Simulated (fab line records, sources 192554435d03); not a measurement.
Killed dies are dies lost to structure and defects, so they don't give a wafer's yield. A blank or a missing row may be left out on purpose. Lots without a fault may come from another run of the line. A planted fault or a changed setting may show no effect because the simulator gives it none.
Which tool did it? | flow n5_finfet | 11 lots, 33 wafers sampled, at 3 steps of a route of 1938

WHAT THE GAUGES READ, wafer by wafer
N5_BEOL_M4_INSPECT_59: inspects for defects (darkfield). Usual: raw_defect_count 70, standard deviation 21.
lot  | measured     | on                | raw_defect_count | flag
L226 | day 8 19:37  | defect_inspect-02 | 97 72 57         |
L228 | day 9 09:54  | defect_inspect-02 | 67 69 35         |
L230 | day 9 19:14  | defect_inspect-01 | 58 44 53         |
L229 | day 10 00:06 | defect_inspect-02 | 103 61 82        |
L233 | day 10 19:16 | defect_inspect-01 | 79 58 87         |
L234 | day 10 19:41 | defect_inspect-01 | 76 85 88         |
L236 | day 11 19:03 | defect_inspect-02 | 59 75 76         |
L237 | day 12 19:36 | defect_inspect-02 | 70 73 80         |
L244 | day 14 01:48 | defect_inspect-01 | 80 50 45         |
L245 | day 14 05:50 | defect_inspect-02 | 54 46 83         |
L246 | day 14 10:41 | defect_inspect-01 | 59 69 111        |

N5_BEOL_M5_OVL_MEAS_12. Usual: M5_OVL 0.1 nm, standard deviation 0.63.
lot  | measured     | on         | M5_OVL (nm)    | flag
L226 | day 8 22:41  | overlay-01 | -0.6 0.0 -0.4  |
L228 | day 9 12:10  | overlay-01 | -0.5 -0.7 -1.5 |
L230 | day 9 21:22  | overlay-01 | 0.5 0.6 -0.4   |
L229 | day 10 03:37 | overlay-02 | 0.3 -0.2 0.2   |
L233 | day 11 02:18 | overlay-01 | 0.8 -0.3 -0.6  |
L234 | day 11 02:20 | overlay-02 | 0.5 0.2 0.3    |
L236 | day 11 21:43 | overlay-02 | -1.0 0.1 0.5   |
L237 | day 12 22:16 | overlay-01 | -0.8 -0.3 0.3  |
L244 | day 14 05:03 | overlay-01 | 0.6 -0.2 0.6   |
L245 | day 14 09:46 | overlay-01 | 0.1 0.9 -0.5   |
L246 | day 14 13:46 | overlay-01 | 0.3 1.0 0.7    |

WHICH TOOL RAN EACH LOT (tool, then ch and the chambers of the sampled wafers, then the start)
lot  | N5_BEOL_M4_CO_CAP_55
L226 | cvd_co-02 ch 0,1,2, day 8 19:25
L228 | cvd_co-01 ch 0,1,2, day 9 09:41
L230 | cvd_co-01 ch 1,2, day 9 19:02
L229 | cvd_co-01 ch 0,1,2, day 9 23:53
L233 | cvd_co-01 ch 0,1,2, day 10 19:02
L234 | cvd_co-02 ch 1,2, day 10 19:28
L236 | cvd_co-02 ch 0,1, day 11 18:49
L237 | cvd_co-01 ch 0,2, day 12 19:22
L244 | cvd_co-02 ch 0,2, day 14 01:35
L245 | cvd_co-01 ch 0,1, day 14 05:35
L246 | cvd_co-01 ch 0,2, day 14 10:28
- N5_BEOL_M4_CO_CAP_55: material Co, precursor CCTBA/H2, target thk 2 nm, time 102.1 s.

WHAT THE TOOLS THEMSELVES READ (means of the sampled wafers that have a number; where no wafer has one, the mark that the record gives instead)
N5_BEOL_M4_CO_CAP_55. Usual: heater_power_w 249 W, standard deviation 22.
lot  | tool      | heater_power_w (W) | flag
L226 | cvd_co-02 | 240                |
L228 | cvd_co-01 | 252                |
L230 | cvd_co-01 | 262                |
L229 | cvd_co-01 | 250                |
L233 | cvd_co-01 | 254                |
L234 | cvd_co-02 | 224                |
L236 | cvd_co-02 | 257                |
L237 | cvd_co-01 | 246                |
L244 | cvd_co-02 | 235                |
L245 | cvd_co-01 | 256                |
L246 | cvd_co-01 | 244                |

THE ANSWER, worked out from the rows above alone
Rule: a lot is off if the mean of its wafers that have a number lies more than 3 standard deviations from the usual mean. A lot without any number at a reading at which 4 lots or more have one is off too. The other lots that the step has rows for count as sound. The gauges are gone through in route order, then the tools' own readings, and for those a lot's mean is taken as printed above. The first step at which some lot is off is used, and at that step the reading that is off furthest; a lot without a number counts as furthest.
No lot is off at any reading shown: from this, nothing can be told.

WHAT THE SIMULATOR HAD PUT IN
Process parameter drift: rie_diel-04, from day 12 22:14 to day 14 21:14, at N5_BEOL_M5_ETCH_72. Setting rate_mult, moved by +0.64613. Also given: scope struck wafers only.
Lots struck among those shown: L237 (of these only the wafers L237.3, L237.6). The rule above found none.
